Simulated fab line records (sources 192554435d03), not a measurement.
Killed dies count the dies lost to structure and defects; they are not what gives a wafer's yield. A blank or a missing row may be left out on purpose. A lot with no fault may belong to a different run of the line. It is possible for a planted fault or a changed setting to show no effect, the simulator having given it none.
Comparing a struck lot with a sound one | flow n5_finfet | 39 out of 1938 route steps
Sound: the wafers L152.3, L152.5, L152.6. Struck: wafer L150.3 (left out: L150.1, L150.5 of the same lot, which were not struck); the cause appears at the end.
Each step with rows lists, per side, the tool, then ch with its chambers, then its first start. Under that, the readings that differ: sound wafers | struck wafers | difference of the means | sigmas: that difference in standard deviations of wafers without a fault.
alike: readings with means less than 2 such deviations apart, plus words and numbers identical on both sides. not compared: withheld readings, readings lacking a value on some wafer, bounds such as >300 that could conceal the same value, and numbers that have no deviation in the record and whose values overlap.
The two part at a step that has a row with sigmas, a row that says differs or no value, or rows on one side only. Numbers that have no deviation but don't overlap get no sigmas and don't part them. A reading missing from all wafers of one side parts the sides only when that side holds two or more wafers.

first, 9 steps without rows for these wafers: N5_HKMG_FIN_COAT_41 (time 60 s, resist thk 300 nm); N5_HKMG_FIN_COAT_42 (time 60 s, resist thk 35 nm); N5_HKMG_FIN_COAT_43 (resist thk 90 nm); N5_HKMG_FIN_EBR_45; N5_HKMG_FIN_SOFTBAKE_44 (time 60 s); N5_HKMG_FIN_EXPOSE_46 (exposes mask NDIPOLE); N5_HKMG_FIN_PEB_47 (peb time 60 s); N5_HKMG_FIN_DEVELOP_48 (develop time 30 s); N5_HKMG_FIN_DESCUM_53 (chemistry O2, time 7.9 s).
N5_HKMG_FIN_ETCH_54: etches SiARC in CF4, target depth 45.5 nm, time 75.8 s.
  sound on rie_diel-02 ch 2,3, day 9 06:19; struck on rie_diel-03 ch 0, day 8 20:28
  alike: drypump_motor_current_A, etch_rf_on_time_s, oes_product_au, rf_vpp_V, showerhead_plenum_p_Torr, throttle_valve_pct
  not compared: rf_hours_counter_h
then, 26 steps without rows for these wafers: N5_HKMG_FIN_ETCH_55 (etches SOC in N2/H2, target depth 240 nm, time 300 s); N5_HKMG_FIN_STRIP_56 (strips in N2/H2); N5_HKMG_FIN_STRIP_57 (strips in CF4); N5_HKMG_FIN_ETCH_58 (etches SOC in N2/H2, target depth 215.8 nm, time 741 s); N5_HKMG_FIN_STRIP_93 (strips SOC in N2/H2, time 20 s); N5_HKMG_FIN_WET_ETCH_76 (etches Al2O3 in dNH4OH, stops on La2O3, target depth 2.25 nm, rinse time 30 s); N5_HKMG_FIN_STRIP_60 (strips in N2/H2, time 360 s); N5_HKMG_FIN_WET_ETCH_77 (etches La2O3 in dHCl, stops on HfO2, target depth 2 nm); N5_HKMG_FIN_WET_ETCH_78 (etches Al2O3 in dNH4OH, stops on La2O3, target depth 4.5 nm, rinse time 30 s); N5_HKMG_FIN_ALD_79 (deposits TiN, target thk 1.5 nm, pulse time 1 s, purge time 3 s); N5_HKMG_FIN_CVD_62 (deposits a-Si from Si2H6, target thk 3 nm, time 20.8 s); N5_HKMG_FIN_RTA_80 (time 2 s); N5_HKMG_FIN_PRECLEAN_64 (cleans in dHF, time 30 s); N5_HKMG_FIN_WET_ETCH_65 (etches a-Si in TMAH, stops on TiN, time 49 s, target depth 3 nm); N5_HKMG_FIN_WET_ETCH_81 (etches TiN in SC1, stops on HfO2, time 57 s, target depth 6 nm); N5_HKMG_FIN_WET_ETCH_82 (etches La2O3 in dHCl, stops on HfO2, target depth 2 nm, rinse time 30 s); N5_HKMG_FIN_ALD_36 (deposits TiN, target thk 1 nm, pulse time 1 s, purge time 3 s); N5_HKMG_FIN_PWFM_ALD_03 (deposits TiN, target thk 2 nm, pulse time 1 s, purge time 3 s); N5_HKMG_FIN_COAT_29 (time 60 s, resist thk 300 nm); N5_HKMG_FIN_COAT_30 (time 60 s, resist thk 35 nm); N5_HKMG_FIN_COAT_06 (resist thk 90 nm); N5_HKMG_FIN_EBR_08; N5_HKMG_FIN_SOFTBAKE_07 (time 60 s); N5_HKMG_FIN_EXPOSE_09 (exposes mask NWFM); N5_HKMG_FIN_PEB_10 (peb time 60 s); N5_HKMG_FIN_DEVELOP_11 (develop time 30 s).
N5_HKMG_FIN_INSPECT_14: inspects for defects (macro).
  sound on defect_inspect-02 at day 9 09:40; struck on defect_inspect-02 at day 8 23:46
  reading          | sound | struck | difference | sigmas
  raw_defect_count | 1 1 2 | >300   | differs    |
-- record jumps: 5 days separate the struck wafers' starts on either side; left off in module HKMG_FIN, taken up again in module BEOL_M4, whose first shown step is the route's number 1111 --
N5_BEOL_M4_RC_MEAS_101:
  sound on prober-02 ch 0, day 14 23:23; struck on prober-01 ch 0, day 14 01:12
  reading        | sound          | struck | difference | sigmas
  DIBL_N (mV/V)  | 37.6 35.5 41.5 | 31.6   | -6.6       | -3
  DIBL_P (mV/V)  | 39 35 43       | 30     | -9         | -3
  IOFF_N (nA/um) | 0.17 0.14 0.26 | 0.09   | -0.10      | -2
  IOFF_P (nA/um) | 0.28 0.20 0.36 | 0.14   | -0.14      | -3
  SS_N (mV/dec)  | 71.7 71.9 72.4 | 69.9   | -2.1       | -2
  VT_P (mV)      | -241 -249 -240 | -254   | -11        | -2
  alike: ION_N, ION_P, SS_P, VT_N
-- a jump in the record: the struck wafers' starts before and after are 5 days apart (it breaks off in module BEOL_M4 and resumes in module PASSIVATION, where the first step shown is number 1936 of the route) --
N5_PASSIVATION_PROBE_49:
  sound on prober-01 at day 19 16:16; struck on prober-02 at day 18 18:24
  reading                  | sound          | struck | difference | sigmas
  defect_limited_yield (%) | 93.5 90.8 92.1 | 79.6   | -12.5      | -9
  killed_at_front_end      | 27 27 35       | 181    | +151       | +13
  killed_dies              | 77 108 93      | 241    | +148       | +9
  sort_bin_5_function (%)  | 4.2 4.9 4.5    | 13.1   | +8.6       | +9
  sort_n_pass              | 1103 1072 1086 | 939    | -148       | -9
  sort_yield_pct (%)       | 93.5 90.8 92.0 | 79.6   | -12.5      | -9
  alike: killed_at_M0_to_M3, killed_at_M4_up, killed_at_contacts, killed_at_other, killed_open, killed_short, sort_bin_4_leakage, sort_bin_6_memory

## WHERE THEY PART
First at N5_HKMG_FIN_INSPECT_14; last, within this record, at N5_PASSIVATION_PROBE_49.

WHY: what the simulator had put in
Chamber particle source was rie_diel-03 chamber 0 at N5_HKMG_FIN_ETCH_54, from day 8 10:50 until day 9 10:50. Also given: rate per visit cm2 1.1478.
